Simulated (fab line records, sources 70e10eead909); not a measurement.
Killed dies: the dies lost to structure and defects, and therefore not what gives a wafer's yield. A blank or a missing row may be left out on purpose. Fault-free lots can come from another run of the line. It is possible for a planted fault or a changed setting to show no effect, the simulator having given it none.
fab line records	flow nandHarc
[record] lots = 6	wafers = 18	lastDay = 24
route steps=1159 shown THIN_TSV@1118 END@1159
lots that met no fault: from a run of the same line without faults
startH: start of the lot's first displayed wafer, in hours after the record's first day	waitH: hours since the lot's step before	" as in the row above	L1.1+2: a row that stands for several wafers	- no value, or no start was given	* or withheld: withheld	< > ~ a bound
route shown NAME@n: a module of which the file shows steps, and the number in the route of the first	usual: mean/standard deviation taken from wafers without a fault	same: alike in all rows	chamber/n: place in a boat	sites: readings site by site	_std_site: the values' standard deviation	_edge_site: the outer-site mean with the inner-site mean subtracted	radiusMm: how far each site lies from the wafer's centre	mask NAME#n: copy n	behind: the most recent tool/chamber to have shaped the wafer	hold: the reason the lot was held/the length of the hold in hours/how it ended	device: the n, p or np transistor that did not switch	end of line: tests of these same wafers at the route's end	for a step that has no rows: nothing shown but its recipe	killed: the dies lost at the first sort to structure and to defects; this is not the yield of the wafer	map: per-die view of a wafer (x killed, . not killed, _ where there is no die)
set.NAME: setting as actually run; set.NAME@STEP: the setting as run at that earlier step	model.NAME: the simulator's own value behind a step, which no gauge read
lots at selected steps of the route; one table per step, one row per wafer
services: from which hour (startH, from the record's first day; less than 0 if before it) a tool's chamber was out of use, for how many hours, and why
[[steps]]
[step NHARC_THIN_TSV_DESCUM_14]
[recipe] timeS = 3	o2FlowSccm = 200	arFlowSccm = 0	biasPowerW = 0	chemistry = O2
[step NHARC_THIN_TSV_ETCH_44]
[recipe] targetDepthA = 15942	timeS = 797.1	cf4FlowSccm = 150	o2FlowSccm = 10	arFlowSccm = 0	rfW = 300	biasW = 800	chemistry = CF4/O2
[step NHARC_THIN_TSV_ETCH_15]
[recipe] targetDepthA = 30000	boschTargetOveretchCycles = 2	boschEtchStepS = 2.8	boschDepStepS = 1.2	boschCycles = 14
[usual] drypumpMotorCurrentA = 5.7/0.41
[same] boschEtchStepS = 2.8
lot.wafer	tool	chamber	startH	waitH	drypumpMotorCurrentA	rfHoursCounterH
L994.2	rieSi-04	1	429.72	-	5.5	1.2
L994.3	"	3	"	"	5.8	1.3
L994.1	"	0	"	"	5.1	1.5
L993.2	rieSi-04	2	436.56	-	5.6	0.9
L993.4	"	3	"	"	5.8	1.3
L993.5	"	1	"	"	5.5	-
L997.3	rieSi-01	0	444.53	-	5.9	1.4
L997.4	"	2	"	"	5.3	1.4
L997.5	"	0	"	"	5.9	-
L102.3	rieSi-01	3	478.45	-	6.3	1.6
L102.1	"	0	"	"	5.8	1.6
L102.5	"	2	"	"	5.4	-
L114.3	rieSi-04	0	554.94	-	5.1	0.7
L114.4	"	1	"	"	5.5	0.4
L114.5	"	0	"	"	5.1	-
L115.1	rieSi-01	2	563.82	-	5.3	0.5
L115.2	"	3	"	"	6.3	0.6
L115.5	"	2	"	"	5.3	-
[step NHARC_THIN_TSV_CD_MEAS_16]
[usual] cdNm = 1000.6/2.4
lot.wafer	tool	chamber	startH	waitH	cdNm
L994.1	cdSem-01	-	429.87	0.1	1001.6
L994.2	"	-	"	"	1003.5
L994.3	"	-	"	"	1003.4
L993.2	cdSem-01	-	436.70	0.1	1000.6
L993.4	"	-	"	"	998.4
L993.5	"	-	"	"	999.7
L997.3	cdSem-01	-	444.68	0.1	1002.4
L997.4	"	-	"	"	999.3
L997.5	"	-	"	"	1003.9
L102.1	cdSem-01	-	478.57	0.1	998.8
L102.3	"	-	"	"	998.2
L102.5	"	-	"	"	1002.2
L114.3	cdSem-03	-	555.08	0.1	1002.1
L114.4	"	-	"	"	1002.0
L114.5	"	-	"	"	1000.4
L115.1	cdSem-02	-	563.96	0.1	1003.2
L115.2	"	-	"	"	1004.0
L115.5	"	-	"	"	1002.2
[step NHARC_THIN_TSV_STRIP_45]
[recipe] powerW = 1500	tempC = 250	chemistry = O2
[step NHARC_THIN_TSV_STRIP_46]
[recipe] timeS = 1200	tempC = 72.5	chemistry = postEtchResidueRemover
[step NHARC_THIN_TSV_DEP_47]
[recipe] targetThkA = 2000	tempC = withheld	pressureTorr = 6.5	rfW = 900	teosFlowSccm = 161.4	flowSccm = 2650	targetThkNm = 200	gas = O2	material = SiO2
[step NHARC_THIN_TSV_ETCHBACK_48]
[recipe] targetDepthA = 10285	overEtchFrac = 0.3	timeS = 405.17	ionEnergyEv = 250	c4f8FlowSccm = withheld	arFlowSccm = withheld	rfW = 600	biasW = 300	chemistry = C4F8/Ar
[usual] oesProductAu = 0.94/0.031	rfVppV = 547/3.6
lot.wafer	tool	chamber	startH	waitH	oesProductAu	rfHoursCounterH	rfVppV
L994.2	rieDiel-12	0	431.15	-	1.00	3	550
L994.1	"	1	"	"	1.00	3	544
L994.3	"	2	"	"	0.97	3	552
L993.2	rieDiel-01	2	437.97	-	0.94	12	551
L993.4	"	1	"	"	0.91	13	545
L993.5	"	3	"	"	0.91	-	544
L997.4	rieDiel-12	0	445.95	-	0.94	4	550
L997.3	"	1	"	"	0.93	4	545
L997.5	"	0	"	"	0.93	-	549
L102.3	rieDiel-12	0	479.93	-	0.94	6	551
L102.1	"	1	"	"	0.93	6	545
L102.5	"	2	"	"	0.90	-	551
L114.3	rieDiel-03	1	556.55	-	0.92	12	543
L114.4	"	2	"	"	0.94	13	549
L114.5	"	0	"	"	0.93	-	541
L115.1	rieDiel-01	3	565.29	-	0.94	7	544
L115.2	"	0	"	"	0.95	8	540
L115.5	"	3	"	"	0.94	-	544
[step NHARC_THIN_TSV_STRIP_62]
[recipe] powerW = 1500	tempC = 250	timeS = 20	chemistry = N2/H2
[step NHARC_THIN_TSV_DEGAS_49]
[recipe] tempC = 300	timeS = 120
[usual] heaterPowerW = 474/34
[same] timeS = 120
lot.wafer	tool	chamber	startH	waitH	heaterPowerW
L994.3	pvdSputter-01	-	431.68	0.1	457
L994.2	"	-	"	"	447
L994.1	"	-	"	"	426
L993.2	pvdSputter-03	-	438.55	0.2	495
L993.4	"	-	"	"	513
L993.5	"	-	"	"	506
L997.3	pvdSputter-01	-	446.48	0.1	459
L997.4	"	-	"	"	470
L997.5	"	-	"	"	434
L102.3	pvdSputter-01	-	480.41	0.1	466
L102.1	"	-	"	"	456
L102.5	"	-	"	"	458
L114.4	pvdSputter-03	-	557.01	0.1	512
L114.3	"	-	"	"	527
L114.5	"	-	"	"	523
L115.2	pvdSputter-03	-	565.78	0.1	510
L115.1	"	-	"	"	518
L115.5	"	-	"	"	507
[step NHARC_THIN_TSV_PRE_CLEAN_50]
[recipe] timeS = 30	tempC = 280	gas = H2/He
[step NHARC_THIN_TSV_PVD_19]
[recipe] targetThkA = 200	chamberPressurePa = 5	material = TaN
[step NHARC_THIN_TSV_PVD_51]
[recipe] targetThkA = 1000	chamberPressurePa = 5	material = Cu
[usual] throttleValvePct = 30.3/0.98
lot.wafer	tool	chamber	startH	waitH	throttleValvePct
L994.3	pvdSputter-01	-	431.97	-	31.1
L994.2	"	-	"	"	29.3
L994.1	"	-	"	"	29.1
L993.2	pvdSputter-03	-	438.82	-	30.8
L993.4	"	-	"	"	31.2
L993.5	"	-	"	"	30.2
L997.3	pvdSputter-01	-	446.76	-	29.5
L997.4	"	-	"	"	31.3
L997.5	"	-	"	"	29.7
L102.1	pvdSputter-01	-	480.69	-	30.1
L102.3	"	-	"	"	30.8
L102.5	"	-	"	"	29.4
L114.4	pvdSputter-03	-	557.30	-	30.8
L114.3	"	-	"	"	31.3
L114.5	"	-	"	"	30.8
L115.1	pvdSputter-03	-	566.07	-	30.7
L115.2	"	-	"	"	31.1
L115.5	"	-	"	"	30.7
[step NHARC_THIN_TSV_ECD_20]
[recipe] targetThkA = 20000	material = Cu
[step NHARC_THIN_TSV_ANNEAL_52]
[recipe] tempC = 225	timeS = 90
[step NHARC_THIN_TSV_CMP_21]
[recipe] tOverpolishS = 30	targetThkNm = 2000
[usual] motorCurrentA = 12.3/1.6	overpolishRunS = 30.000/0.0088
[same] tOverpolishS = 30
lot.wafer	tool	chamber	startH	waitH	motorCurrentA	overpolishRunS
L994.1	cmp-03	3	433.22	-	11.5	29.976
L994.3	"	0	"	"	11.6	30.006
L994.2	"	2	"	"	13.7	30.009
L993.4	cmp-03	0	440.09	-	11.6	29.989
L993.2	"	1	"	"	14.7	29.986
L993.5	"	0	"	"	11.2	30.024
L997.4	cmp-03	1	448.04	-	15.0	29.998
L997.3	"	2	"	"	13.9	30.000
L997.5	"	2	"	"	13.9	29.996
L102.1	cmp-03	3	481.93	-	12.6	30.011
L102.3	"	1	"	"	15.2	29.993
L102.5	"	3	"	"	11.7	30.010
L114.3	cmp-04	2	558.56	-	12.2	30.005
L114.4	"	3	"	"	10.2	30.007
L114.5	"	2	"	"	12.1	30.002
L115.2	cmp-02	3	567.52	-	10.7	29.985
L115.1	"	0	"	"	11.0	30.008
L115.5	"	0	"	"	11.1	29.989
[step NHARC_THIN_TSV_SRD_23]
[step NHARC_THIN_TSV_DEGAS_53]
[recipe] tempC = 300	timeS = 60
[step NHARC_THIN_TSV_PRE_CLEAN_54]
[recipe] timeS = 30	tempC = 280	gas = H2/He
[step NHARC_THIN_TSV_PVD_55]
[recipe] targetThkA = 500	material = TiN
[step NHARC_THIN_TSV_PVD_24]
[recipe] targetThkA = 8000	powerW = withheld	chamberPressurePa = withheld	substrateTempC = withheld	timeS = withheld	gas = Ar	material = Al
[step NHARC_THIN_TSV_DEHYDRATE_25]
[recipe] tempC = 150	timeS = 120
[step NHARC_THIN_TSV_HMDS_26]
[recipe] timeS = 30
[step NHARC_THIN_TSV_COAT_27]
[recipe] spinRpm = *
[step NHARC_THIN_TSV_SOFTBAKE_28]
[recipe] tempC = 122	timeS = 95
[step NHARC_THIN_TSV_EBR_29]
[step NHARC_THIN_TSV_EXPOSE_30]
[recipe] na = 0.55	doseMj = 11.47	maskId = PAD
[step NHARC_THIN_TSV_PEB_31]
[recipe] pebTempC = 118	pebTimeS = 85
[step NHARC_THIN_TSV_DEVELOP_32]
[recipe] timeS = 70
[step NHARC_THIN_TSV_CD_MEAS_33]
[recipe] targetCdNm = 5000	landingEnergyEv = 500
[usual] cdNm = 5002/3.5
lot.wafer	tool	chamber	startH	waitH	cdNm
L994.1	cdSem-03	0	434.71	-	5005
L994.2	"	0	"	"	5003
L994.3	"	0	"	"	5006
L993.2	cdSem-01	0	441.58	-	5004
L993.4	"	0	"	"	5004
L993.5	"	0	"	"	5005
L997.3	cdSem-03	0	449.65	-	4999
L997.4	"	0	"	"	4995
L997.5	"	0	"	"	4999
L102.1	cdSem-03	0	483.56	-	4999
L102.3	"	0	"	"	4999
L102.5	"	0	"	"	5002
L114.3	cdSem-03	0	560.01	-	5005
L114.4	"	0	"	"	5001
L114.5	"	0	"	"	5002
L115.1	cdSem-03	0	569.00	-	5000
L115.2	"	0	"	"	4995
L115.5	"	0	"	"	5003
[step NHARC_THIN_TSV_HARDBAKE_34]
[recipe] tempC = 125	timeS = 80
[step NHARC_THIN_TSV_DESCUM_35]
[recipe] timeS = 3	o2FlowSccm = 200	arFlowSccm = 0	biasPowerW = 0	chemistry = O2
[step NHARC_THIN_TSV_ETCH_59]
[recipe] targetDepthA = 8800	icpW = 900	biasW = 100	Cl2_flow_sccm = 60	bcl3FlowSccm = 30	timeS = 138.1	chemistry = Cl2/BCl3
[step NHARC_THIN_TSV_ETCH_36]
[recipe] targetDepthA = 650	overEtchFrac = 0.3	timeS = 18.571	ionEnergyEv = 150	chemistry = Cl2/BCl3
[step NHARC_THIN_TSV_STRIP_56]
[recipe] powerW = 1500	tempC = 250	chemistry = O2
[usual] drypumpMotorCurrentA = 5.62/0.28	heaterPowerW = 305/14	rfReflPowerW = 29/5.3
lot.wafer	tool	chamber	startH	waitH	drypumpMotorCurrentA	heaterPowerW	rfHoursCounterH	rfReflPowerW
L994.1	plasmaAsher-02	1	435.45	0.1	5.68	307	22	-
L994.2	"	0	"	"	5.97	285	22	-
L994.3	"	1	"	"	5.67	305	-	-
L993.2	plasmaAsher-02	0	442.28	0.1	5.93	283	25	22
L993.4	"	0	"	"	5.95	289	-	23
L993.5	"	0	"	"	5.94	284	-	22
L997.4	plasmaAsher-02	1	450.46	0.2	5.65	312	-	24
L997.3	"	0	"	"	5.98	284	-	23
L997.5	"	1	"	"	5.67	300	-	25
L102.1	plasmaAsher-02	0	484.21	0.1	5.97	282	40	21
L102.3	"	0	"	"	5.96	278	-	22
L102.5	"	0	"	"	5.99	278	-	21
L114.3	plasmaAsher-02	1	560.99	0.4	5.65	304	-	23
L114.4	"	0	"	"	5.97	288	-	22
L114.5	"	1	"	"	5.65	318	-	24
L115.2	plasmaAsher-02	0	569.64	0.1	5.98	278	9	23
L115.1	"	1	"	"	5.66	311	9	24
L115.5	"	0	"	"	5.99	295	-	23
[step NHARC_THIN_TSV_STRIP_57]
[recipe] timeS = 1200	tempC = 72.5	chemistry = postEtchResidueRemover
[step NHARC_THIN_TSV_CD_MEAS_37]
[usual] cdNm = 5002/4.4
lot.wafer	tool	chamber	startH	waitH	cdNm
L994.1	cdSem-02	-	436.25	-	5005
L994.2	"	-	"	"	5007
L994.3	"	-	"	"	5009
L993.2	cdSem-01	-	443.03	-	5003
L993.4	"	-	"	"	5004
L993.5	"	-	"	"	5006
L997.3	cdSem-02	-	451.17	-	5001
L997.4	"	-	"	"	4995
L997.5	"	-	"	"	5003
L102.1	cdSem-02	-	485.01	-	4995
L102.3	"	-	"	"	4998
L102.5	"	-	"	"	5003
L114.3	cdSem-03	-	561.70	-	5007
L114.4	"	-	"	"	5003
L114.5	"	-	"	"	5004
L115.1	cdSem-03	-	570.45	-	5005
L115.2	"	-	"	"	4999
L115.5	"	-	"	"	5008
[step NHARC_THIN_TSV_ANNEAL_58]
[recipe] tempC = 400	timeS = 1800
[step NHARC_THIN_TSV_INSPECT_40]
[usual] rawDefectCount = 451/72
lot.wafer	tool	chamber	startH	waitH	rawDefectCount
L994.1	defectInspect-02	-	438.01	0.4	339
L994.2	"	-	"	"	433
L994.3	"	-	"	"	365
L993.2	defectInspect-01	-	446.32	0.4	527
L993.4	"	-	"	"	457
L993.5	"	-	"	"	542
L997.3	defectInspect-01	-	454.11	0.4	360
L997.4	"	-	"	"	425
L997.5	"	-	"	"	337
L102.1	defectInspect-02	-	489.44	0.4	499
L102.3	"	-	"	"	565
L102.5	"	-	"	"	400
L114.3	defectInspect-02	-	566.15	0.4	518
L114.4	"	-	"	"	454
L114.5	"	-	"	"	667
L115.1	defectInspect-02	-	574.64	0.4	456
L115.2	"	-	"	"	408
L115.5	"	-	"	"	563
[step NHARC_END_SORT_01]
[recipe] tempC = 25
[usual] defectLimitedYield = 95.3/1.5	killedAtArray = 28/10	killedAtOther = 0.6/1.1	killedAtPeriphery = 3.6/2.6	killedDies = 32/10	killedOpen = 3.3/1.8	killedShort = 1.9/1.4	sort_bin_2_pct = 1.5/0.61	sort_bin_3_pct = 0.27/0.2	sort_bin_4_pct = 3.0/1	sortNPass = 645/10	sortRimYieldPct = 97.3/1.9	sortYieldPct = 95.3/1.5
[same] grossDies = 677	sort_bin_5_pct[%] = 0	sort_bin_6_pct[%] = 0	sort_bin_7_pct[%] = 0	sort_bin_8_pct[%] = 0	sortRimNGross = 106.00
lot.wafer	tool	chamber	startH	waitH	hold	defectLimitedYield[%]	killedAtArray	killedAtOther	killedAtPeriphery	killedDies	killedOpen	killedShort	sort_bin_2_pct[%]	sort_bin_3_pct[%]	sort_bin_4_pct[%]	sortNPass	sortRimYieldPct[%]	sortYieldPct[%]
L994.1	prober-02	0	441.05	2.5	-	96.3	24	0	1	25	3	1	0.9	0.30	2.5	652	99.1	96.3
L994.2	prober-02	0	441.85	2.8	-	96.2	20	0	6	26	1	4	1.0	0.15	2.7	651	99.1	96.2
L994.3	prober-02	0	442.65	3.1	-	95.7	22	0	7	29	1	0	1.6	0.30	2.4	648	95.3	95.7
L993.2	prober-01	0	457.36	2.8	-	98.1	11	1	1	13	3	1	1.0	0.15	0.7	664	99.1	98.1
L993.4	prober-01	0	458.96	3.4	-	97.8	9	1	5	15	2	4	0.6	0.30	1.3	662	98.1	97.8
L993.5	prober-01	0	459.76	3.7	-	97.6	13	0	3	16	2	0	0.9	0	1.5	661	100.0	97.6
L997.3	prober-02	0	458.85	3.1	-	96.6	19	1	3	23	3	2	1.0	0	2.4	654	99.1	96.6
L997.4	prober-02	0	459.65	3.4	-	95.3	27	0	5	32	7	2	1.0	0.15	3.5	645	95.3	95.3
L997.5	prober-02	0	460.45	3.7	-	96.2	20	0	6	26	2	1	1.0	0.15	2.7	651	97.2	96.2
L102.1	prober-01	0	492.53	2.5	-	97.6	12	1	3	16	4	2	0.9	0.15	1.3	661	96.2	97.6
L102.3	prober-01	0	494.12	3.1	-	97.5	14	1	2	17	1	2	0.9	0.30	1.3	660	100.0	97.5
L102.5	prober-01	0	495.71	3.7	-	96.2	19	3	4	26	5	0	1.2	0.44	2.2	651	94.3	96.2
L114.3	prober-02	0	572.92	3.1	awaitDispo/3.3h/scrap	0	38	631	8	677	4	5	95.7	0.44	3.8	0	0	0
L114.4	prober-02	0	573.72	3.4	awaitDispo/3.3h/scrap	0	36	632	9	677	3	0	95.9	0.30	3.8	0	0	0
L114.5	prober-02	0	574.52	3.7	awaitDispo/3.3h/scrap	0	45	624	8	677	3	2	95.6	0.15	4.3	0	0	0
L115.1	prober-01	0	577.69	2.5	awaitDispo/4.3h/scrap	0	22	648	7	677	5	1	97.0	0.15	2.8	0	0	0
L115.2	prober-01	0	578.48	2.8	awaitDispo/4.3h/scrap	0	23	646	8	677	9	3	97.2	0.15	2.7	0	0	0
L115.5	prober-01	0	580.86	3.7	awaitDispo/4.3h/scrap	0	20	653	4	677	1	0	97.8	0	2.2	0	0	0
// killed by level:class
L994.1 A_CHANNEL_HOLE_D1:chamberFilmFlake=16 A_M0:geometricParticle:open=2 A_STAIRCASE:chamberFilmFlake=2 A_ONON_D1:geometricParticle:short=1 A_CONTACT:geometricParticle:open=1 P_M1:chamberFilmFlake=1 A_WL_FILL:chamberFilmFlake=1 A_CONTACT:chamberFilmFlake=1
L994.2 A_CHANNEL_HOLE_D1:chamberFilmFlake=14 P_GATE:chamberFilmFlake=2 P_CONTACT:geometricParticle:short=1 P_M0:geometricParticle:short=1 A_ONON_D1:geometricParticle:short=1 A_CHANNEL_FILL_D1:geometricParticle:short=1 A_CONTACT:geometricParticle:open=1 P_ZERO_WELL:chamberFilmFlake=1
L994.3 A_CHANNEL_HOLE_D1:chamberFilmFlake=15 A_STAIRCASE:chamberFilmFlake=6 P_M1:chamberFilmFlake=4 P_CONTACT:geometricParticle:open=1 P_ZERO_WELL:chamberFilmFlake=1 P_STI:chamberFilmFlake=1 A_WL_FILL:chamberFilmFlake=1
L993.2 A_CONTACT:geometricParticle:open=2 A_CHANNEL_HOLE_D1:chamberFilmFlake=2 A_STAIRCASE:chamberFilmFlake=2 A_CONTACT:chamberFilmFlake=2 A_SOURCE_PLATE:geometricParticle:short=1 A_CHANNEL_FILL_D1:geometricParticle:open=1 P_M1:chamberFilmFlake=1 A_WL_FILL:chamberFilmFlake=1
L997.3 A_SLIT:chamberFilmFlake=7 A_ZERO_WELL:chamberFilmFlake=2 A_STAIRCASE:chamberFilmFlake=2 A_CONTACT:chamberFilmFlake=2 P_M0:geometricParticle:open=1 A_ONON_D1:geometricParticle:short=1 A_WL_FILL:geometricParticle:short=1 A_WL_FILL:geometricParticle:open=1
L993.4 P_GATE:chamberFilmFlake=3 A_STAIRCASE:chamberFilmFlake=3 P_CONTACT:geometricParticle:short=1 A_SOURCE_PLATE:geometricParticle:short=1 A_ONON_D1:geometricParticle:open=1 A_CONTACT:geometricParticle:short=1 A_M0:geometricParticle:open=1 STARTING-WAFER:geometricParticle:short=1
L997.4 A_SLIT:chamberFilmFlake=7 A_CHANNEL_HOLE_D1:chamberFilmFlake=5 A_CONTACT:chamberFilmFlake=4 P_STI:geometricParticle:open=2 A_WL_FILL:geometricParticle:short=2 A_M0:geometricParticle:open=2 P_ZERO_WELL:chamberFilmFlake=2 A_ZERO_WELL:chamberFilmFlake=2
L993.5 A_CHANNEL_HOLE_D1:chamberFilmFlake=4 A_WL_FILL:chamberFilmFlake=3 A_CONTACT:chamberFilmFlake=3 P_GATE:chamberFilmFlake=2 A_CHANNEL_FILL_D1:geometricParticle:open=1 A_CONTACT:geometricParticle:open=1 P_BONDPAD:chamberFilmFlake=1 A_STAIRCASE:chamberFilmFlake=1
L997.5 A_SLIT:chamberFilmFlake=9 A_STAIRCASE:chamberFilmFlake=4 P_ZERO_WELL:chamberFilmFlake=3 A_CONTACT:chamberFilmFlake=2 P_STI:geometricParticle:short=1 A_ONON_D1:geometricParticle:open=1 A_M0:geometricParticle:open=1 P_STI:chamberFilmFlake=1
L102.1 A_CHANNEL_HOLE_D1:chamberFilmFlake=5 A_WL_FILL:geometricParticle:open=3 A_WL_FILL:geometricParticle:short=2 P_ZERO_WELL:chamberFilmFlake=2 P_GATE:geometricParticle:open=1 A_STAIRCASE:chamberFilmFlake=1 A_CONTACT:chamberFilmFlake=1 THIN_TSV:chamberFilmFlake=1
L102.3 A_CONTACT:chamberFilmFlake=5 P_STI:chamberFilmFlake=2 A_CHANNEL_HOLE_D1:chamberFilmFlake=2 A_CHANNEL_FILL_D1:chamberFilmFlake=2 A_SLIT:geometricParticle:open=1 A_CONTACT:geometricParticle:short=1 STARTING-WAFER:geometricParticle:short=1 A_ZERO_WELL:chamberFilmFlake=1
L102.5 A_STAIRCASE:chamberFilmFlake=4 A_SLIT:chamberFilmFlake=4 P_ZERO_WELL:chamberFilmFlake=3 A_CHANNEL_HOLE_D1:chamberFilmFlake=3 THIN_TSV:chamberFilmFlake=3 A_M0:geometricParticle:open=2 A_CONTACT:chamberFilmFlake=2 A_ONON_D1:geometricParticle:open=1
L114.3 THIN_TSV:areaPvd=631 A_SLIT:chamberFilmFlake=20 A_CHANNEL_HOLE_D1:chamberFilmFlake=9 P_M2:chamberFilmFlake=4 A_WL_FILL:geometricParticle:open=3 A_CHANNEL_HOLE_D1:geometricParticle:short=2 P_STI:geometricParticle:short=1 P_GATE:chamberFilmFlake=1
L114.4 THIN_TSV:areaPvd=631 A_SLIT:chamberFilmFlake=16 A_CHANNEL_HOLE_D1:chamberFilmFlake=13 P_M2:chamberFilmFlake=5 P_GATE:chamberFilmFlake=3 A_STAIRCASE:chamberFilmFlake=3 A_CONTACT:chamberFilmFlake=3 P_M1:geometricParticle:open=1
L114.5 THIN_TSV:areaPvd=624 A_SLIT:chamberFilmFlake=25 A_CHANNEL_HOLE_D1:chamberFilmFlake=7 P_M2:chamberFilmFlake=4 A_STAIRCASE:chamberFilmFlake=4 A_CONTACT:chamberFilmFlake=4 A_WL_FILL:chamberFilmFlake=2 P_STI:geometricParticle:short=1
L115.1 THIN_TSV:areaPvd=648 A_CHANNEL_HOLE_D1:chamberFilmFlake=9 A_CONTACT:chamberFilmFlake=8 P_M2:chamberFilmFlake=3 A_CONTACT:geometricParticle:open=2 P_M0:geometricParticle:open=1 P_M1:geometricParticle:open=1 A_WL_FILL:geometricParticle:open=1
L115.2 THIN_TSV:areaPvd=646 A_CHANNEL_HOLE_D1:chamberFilmFlake=12 A_CONTACT:geometricParticle:open=3 P_GATE:geometricParticle:open=2 P_STI:chamberFilmFlake=2 P_GATE:chamberFilmFlake=2 A_SLIT:chamberFilmFlake=2 P_CONTACT:geometricParticle:open=1
L115.5 THIN_TSV:areaPvd=653 A_CONTACT:chamberFilmFlake=9 A_CHANNEL_HOLE_D1:chamberFilmFlake=6 P_GATE:chamberFilmFlake=2 A_STAIRCASE:chamberFilmFlake=2 A_SLIT:chamberFilmFlake=2 A_CONTACT:geometricParticle:open=1 P_STI:chamberFilmFlake=1
// map L114.3 (x killed, . not)
____________x____________
_________xxxxxxx_________
_______xxxxxxxxxxx_______
______xxxxxxxxxxxxx______
_____xxxxxxxxxxxxxxx_____
____xxxxxxxxxxxxxxxxx____
____xxxxxxxxxxxxxxxxx____
___xxxxxxxxxxxxxxxxxxx___
___xxxxxxxxxxxxxxxxxxx___
__xxxxxxxxxxxxxxxxxxxxx__
__xxxxxxxxxxxxxxxxxxxxx__
_xxxxxxxxxxxxxxxxxxxxxxx_
_xxxxxxxxxxxxxxxxxxxxxxx_
_xxxxxxxxxxxxxxxxxxxxxxx_
_xxxxxxxxxxxxxxxxxxxxxxx_
_xxxxxxxxxxxxxxxxxxxxxxx_
xxxxxxxxxxxxxxxxxxxxxxxxx
xxxxxxxxxxxxxxxxxxxxxxxxx
xxxxxxxxxxxxxxxxxxxxxxxxx
xxxxxxxxxxxxxxxxxxxxxxxxx
xxxxxxxxxxxxxxxxxxxxxxxxx
_xxxxxxxxxxxxxxxxxxxxxxx_
_xxxxxxxxxxxxxxxxxxxxxxx_
_xxxxxxxxxxxxxxxxxxxxxxx_
_xxxxxxxxxxxxxxxxxxxxxxx_
_xxxxxxxxxxxxxxxxxxxxxxx_
__xxxxxxxxxxxxxxxxxxxxx__
__xxxxxxxxxxxxxxxxxxxxx__
___xxxxxxxxxxxxxxxxxxx___
___xxxxxxxxxxxxxxxxxxx___
____xxxxxxxxxxxxxxxxx____
____xxxxxxxxxxxxxxxxx____
_____xxxxxxxxxxxxxxx_____
______xxxxxxxxxxxxx______
_______xxxxxxxxxxx_______
_________xxxxxxx_________
____________x____________
// map L115.1 (x killed, . not)
____________x____________
_________xxxxxxx_________
_______xxxxxxxxxxx_______
______xxxxxxxxxxxxx______
_____xxxxxxxxxxxxxxx_____
____xxxxxxxxxxxxxxxxx____
____xxxxxxxxxxxxxxxxx____
___xxxxxxxxxxxxxxxxxxx___
___xxxxxxxxxxxxxxxxxxx___
__xxxxxxxxxxxxxxxxxxxxx__
__xxxxxxxxxxxxxxxxxxxxx__
_xxxxxxxxxxxxxxxxxxxxxxx_
_xxxxxxxxxxxxxxxxxxxxxxx_
_xxxxxxxxxxxxxxxxxxxxxxx_
_xxxxxxxxxxxxxxxxxxxxxxx_
_xxxxxxxxxxxxxxxxxxxxxxx_
xxxxxxxxxxxxxxxxxxxxxxxxx
xxxxxxxxxxxxxxxxxxxxxxxxx
xxxxxxxxxxxxxxxxxxxxxxxxx
xxxxxxxxxxxxxxxxxxxxxxxxx
xxxxxxxxxxxxxxxxxxxxxxxxx
_xxxxxxxxxxxxxxxxxxxxxxx_
_xxxxxxxxxxxxxxxxxxxxxxx_
_xxxxxxxxxxxxxxxxxxxxxxx_
_xxxxxxxxxxxxxxxxxxxxxxx_
_xxxxxxxxxxxxxxxxxxxxxxx_
__xxxxxxxxxxxxxxxxxxxxx__
__xxxxxxxxxxxxxxxxxxxxx__
___xxxxxxxxxxxxxxxxxxx___
___xxxxxxxxxxxxxxxxxxx___
____xxxxxxxxxxxxxxxxx____
____xxxxxxxxxxxxxxxxx____
_____xxxxxxxxxxxxxxx_____
______xxxxxxxxxxxxx______
_______xxxxxxxxxxx_______
_________xxxxxxx_________
____________x____________
[[services]]
tool	chamber	startH	hours	kind
cmp-04	-	405.77	2.6	repair
rieSi-04	3	407.26	12.3	repair
rieSi-04	2	411.24	1.9	repair
cmp-02	-	425.89	4.0	pm
cmp-02	-	432.81	3.2	repair
rieDiel-12	-	433.03	2.9	repair
cmp-03	-	450.26	4.0	pm
rieSi-04	-	453.00	9.0	pm
pvdSputter-03	-	458.02	10.0	pm
cmp-03	-	464.05	6.1	repair
rieSi-04	-	466.65	0.3	repair
cmp-04	-	470.74	2.4	repair
cmp-02	-	472.24	2.0	repair
rieSi-01	-	481.00	9.0	pm
rieSi-04	-	488.56	0.2	repair
rieDiel-01	-	491.85	9.0	pm
rieSi-04	1	507.94	39.8	repair
pvdSputter-01	-	514.00	10.0	pm
cmp-03	-	529.10	2.3	repair
pvdSputter-01	-	530.50	4.3	repair
plasmaAsher-02	-	537.21	9.0	pm
cmp-03	-	548.26	4.0	pm
rieDiel-12	-	556.47	9.0	pm
cmp-03	-	560.57	0.3	repair
[[key]]
[firstSign] step = NHARC_END_SORT_01	reading = killedAtOther	direction = up	sigmas = 99+	usual = 0.6	struck = 639
[effect] step = NHARC_END_SORT_01	reading = sort_bin_2_pct	direction = up	sigmas = 99+	usual = 1.5	struck = 96.5
[moreKillsBornAt] NHARC_THIN_TSV_PVD_51@pvdSputter-03 = 3833
metAt NHARC_THIN_TSV_PVD_51
struckWafers L114.3,L114.4,L114.5,L115.1,L115.2,L115.5
laterRowsLeftOut L114.3,L114.4,L114.5,L115.1,L115.2,L115.5
onsetBetween 438.82 557.30
alsoFits time
[fault] kind = processParameterDrift	tool = pvdSputter-03	chamber = -	onsetH = 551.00	steps = NHARC_THIN_TSV_PVD_51	channel = targetThkA	offset = *	shape = step	endH = 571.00	actsIn = *	stated = *
// laterRowsLeftOut: the simulator's readings of these wafers behind a module that went badly wrong aren't trusted and aren't shown, but for the sort
